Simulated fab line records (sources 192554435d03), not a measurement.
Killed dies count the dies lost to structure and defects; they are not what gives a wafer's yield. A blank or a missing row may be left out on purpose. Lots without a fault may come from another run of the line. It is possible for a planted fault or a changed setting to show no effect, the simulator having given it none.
Split-lot trial :: flow n5 finfet :: on a route of 1938 steps: 7 lots, 21 wafers read

== THE SPLIT ITSELF ==
At N5_SD_EPI_P_COAT_34 (time 60 s, resist thk 350 nm), the setting spin rpm was moved away from the recipe's 1500 rpm on 8 of the 21 wafers read, by -10.9% to +7.1%. For the rest of the wafers, this setting stayed at what the recipe calls for.

Reading taken at the split's own step.

== THE READING ==
SOC_of_SD_EPI_P_COAT_34.thk nm (the simulator's own value, which no gauge read), in nm, at N5_SD_EPI_P_COAT_34 (time 60 s, resist thk 350 nm). The file does not state a usual value for it. Here, 13 wafers ran the recipe; their average is 350.0 nm with a standard deviation of 0.93 nm.

wafer: L076.1
tool, chamber at the split: litho track-01, 0
spin rpm as run, rpm: 1352
against the recipe: -9.9%
SOC_of_SD_EPI_P_COAT_34.thk nm, nm: 368.6
against lot-mates on the recipe: +18.0

wafer: L076.2
tool, chamber at the split: litho track-01, 0
spin rpm as run, rpm: 1352
against the recipe: -9.9%
SOC_of_SD_EPI_P_COAT_34.thk nm, nm: 369.6
against lot-mates on the recipe: +19.0

wafer: L076.5
tool, chamber at the split: litho track-01, 0
spin rpm as run, rpm: 1500
against the recipe: recipe
SOC_of_SD_EPI_P_COAT_34.thk nm, nm: 350.6
against lot-mates on the recipe: -

wafer: L080.1
tool, chamber at the split: litho track-02, 0
spin rpm as run, rpm: 1500
against the recipe: recipe
SOC_of_SD_EPI_P_COAT_34.thk nm, nm: 350.4
against lot-mates on the recipe: -

wafer: L080.3
tool, chamber at the split: litho track-02, 0
spin rpm as run, rpm: 1594
against the recipe: +6.3%
SOC_of_SD_EPI_P_COAT_34.thk nm, nm: 337.8
against lot-mates on the recipe: -12.1

wafer: L080.6
tool, chamber at the split: litho track-02, 0
spin rpm as run, rpm: 1500
against the recipe: recipe
SOC_of_SD_EPI_P_COAT_34.thk nm, nm: 349.4
against lot-mates on the recipe: -

wafer: L089.3
tool, chamber at the split: litho track-01, 0
spin rpm as run, rpm: 1407
against the recipe: -6.2%
SOC_of_SD_EPI_P_COAT_34.thk nm, nm: 362.4
against lot-mates on the recipe: +11.0

wafer: L089.4
tool, chamber at the split: litho track-01, 0
spin rpm as run, rpm: 1500
against the recipe: recipe
SOC_of_SD_EPI_P_COAT_34.thk nm, nm: 352
against lot-mates on the recipe: -

wafer: L089.5
tool, chamber at the split: litho track-01, 0
spin rpm as run, rpm: 1500
against the recipe: recipe
SOC_of_SD_EPI_P_COAT_34.thk nm, nm: 350.8
against lot-mates on the recipe: -

wafer: L091.2
tool, chamber at the split: litho track-02, 0
spin rpm as run, rpm: 1606
against the recipe: +7.1%
SOC_of_SD_EPI_P_COAT_34.thk nm, nm: 339
against lot-mates on the recipe: -11.8

wafer: L091.4
tool, chamber at the split: litho track-02, 0
spin rpm as run, rpm: 1606
against the recipe: +7.1%
SOC_of_SD_EPI_P_COAT_34.thk nm, nm: 339.8
against lot-mates on the recipe: -11.0

wafer: L091.6
tool, chamber at the split: litho track-02, 0
spin rpm as run, rpm: 1500
against the recipe: recipe
SOC_of_SD_EPI_P_COAT_34.thk nm, nm: 350.8
against lot-mates on the recipe: -

wafer: L094.1
tool, chamber at the split: litho track-01, 0
spin rpm as run, rpm: 1570
against the recipe: +4.7%
SOC_of_SD_EPI_P_COAT_34.thk nm, nm: 341.8
against lot-mates on the recipe: -7.2

wafer: L094.2
tool, chamber at the split: litho track-01, 0
spin rpm as run, rpm: 1500
against the recipe: recipe
SOC_of_SD_EPI_P_COAT_34.thk nm, nm: 349.4
against lot-mates on the recipe: -

wafer: L094.5
tool, chamber at the split: litho track-01, 0
spin rpm as run, rpm: 1500
against the recipe: recipe
SOC_of_SD_EPI_P_COAT_34.thk nm, nm: 348.6
against lot-mates on the recipe: -

wafer: L095.2
tool, chamber at the split: litho track-03, 0
spin rpm as run, rpm: 1500
against the recipe: recipe
SOC_of_SD_EPI_P_COAT_34.thk nm, nm: 348.6
against lot-mates on the recipe: -

wafer: L095.3
tool, chamber at the split: litho track-03, 0
spin rpm as run, rpm: 1500
against the recipe: recipe
SOC_of_SD_EPI_P_COAT_34.thk nm, nm: 349.6
against lot-mates on the recipe: -

wafer: L095.6
tool, chamber at the split: litho track-03, 0
spin rpm as run, rpm: 1500
against the recipe: recipe
SOC_of_SD_EPI_P_COAT_34.thk nm, nm: 349.8
against lot-mates on the recipe: -

wafer: L096.2
tool, chamber at the split: litho track-02, 0
spin rpm as run, rpm: 1500
against the recipe: recipe
SOC_of_SD_EPI_P_COAT_34.thk nm, nm: 350.8
against lot-mates on the recipe: -

wafer: L096.4
tool, chamber at the split: litho track-02, 0
spin rpm as run, rpm: 1337
against the recipe: -10.9%
SOC_of_SD_EPI_P_COAT_34.thk nm, nm: 371.2
against lot-mates on the recipe: +20.9

wafer: L096.6
tool, chamber at the split: litho track-02, 0
spin rpm as run, rpm: 1500
against the recipe: recipe
SOC_of_SD_EPI_P_COAT_34.thk nm, nm: 349.8
against lot-mates on the recipe: -

FIT RESULTS
A straight line over all 21 wafers: SOC_of_SD_EPI_P_COAT_34.thk nm changes by -1.84 nm for each +1% of spin rpm; r = -0.99; the points scatter about the line by 1.1 nm.
The same after taking each lot's own level away (the mean of its wafers on the recipe; 21 wafers): -1.81 nm for each +1%; r = -1.00; scatter 0.75 nm.
According to that fit, moving spin rpm by its largest amount changes the reading by 20 nm.
From 349.00 to 351.40 nm: that is the span of the lots' own levels, equal to 2.6 times the standard deviation above.
The two slopes are in agreement: the lot-to-lot level therefore moves the slope only a little.
Check: +19.6 nm against its lot-mates is what the line predicts for one of the wafers moved furthest among these (-10.9%) when that wafer is left out of the fit. Against them it came out at +20.9 nm.

== THE FILE'S OWN FIT ==
SOC_of_SD_EPI_P_COAT_34.thk nm changes by -1.83 nm for each +1% of spin rpm, r = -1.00.
